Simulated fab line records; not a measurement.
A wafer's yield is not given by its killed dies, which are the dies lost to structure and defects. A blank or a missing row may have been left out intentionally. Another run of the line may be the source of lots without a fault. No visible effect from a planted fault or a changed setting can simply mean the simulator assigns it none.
Chamber matching | flow n5 finfet | N5_BEOL_M12_ILD_DEP_00 on pecvd-04: 3 sister chambers
The step deposits SiOC from DEMS/O2, target thk 658.92 nm, time 130.7 s. 3 wafers are shown with their chamber, then 7 later ones without.

== WAFERS PAIRED WITH THEIR CHAMBERS ==
wafer  | chamber | throttle valve pct (%)
L083.1 | 1       | 13.5
L083.5 | 0       | 12.5
L086.4 | 2       | 11.6

== WAFERS WITH NO CHAMBER GIVEN ==
wafer  | throttle valve pct (%)
L086.5 | 12.5
L088.1 | 13.3
L088.3 | 12.7
L088.6 | 11.8
L091.2 | 11.9
L091.3 | 13.3
L091.5 | 11.9

== EACH ONE'S CHAMBER ==
wafer  | from the rows above     | in truth
L086.5 | 0                       | 0
L088.1 | 1                       | 1
L088.3 | 0                       | 0
L088.6 | 2                       | 2
L091.2 | can't be placed: 2 or 0 | 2
L091.3 | 1                       | 1
L091.5 | can't be placed: 2 or 0 | 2
5 of 7 placed correctly. Can't be placed from these rows: 2 (the true chamber is among the candidates in 2). Wrongly placed: 0.
How it was worked out, from the rows above alone: a wafer's distance from a chamber is the root of the sum, over the readings, of the square of ((its reading less the chamber's mean) divided by the reading's scatter). The wafer belongs to the nearest chamber; if the next one is less than 2 further off, it can't be placed. The mean given for a chamber averages the wafers shown for that chamber. The scatter: root of mean squared gap, hidden wafer to nearest shown wafer, with one shown wafer a chamber.
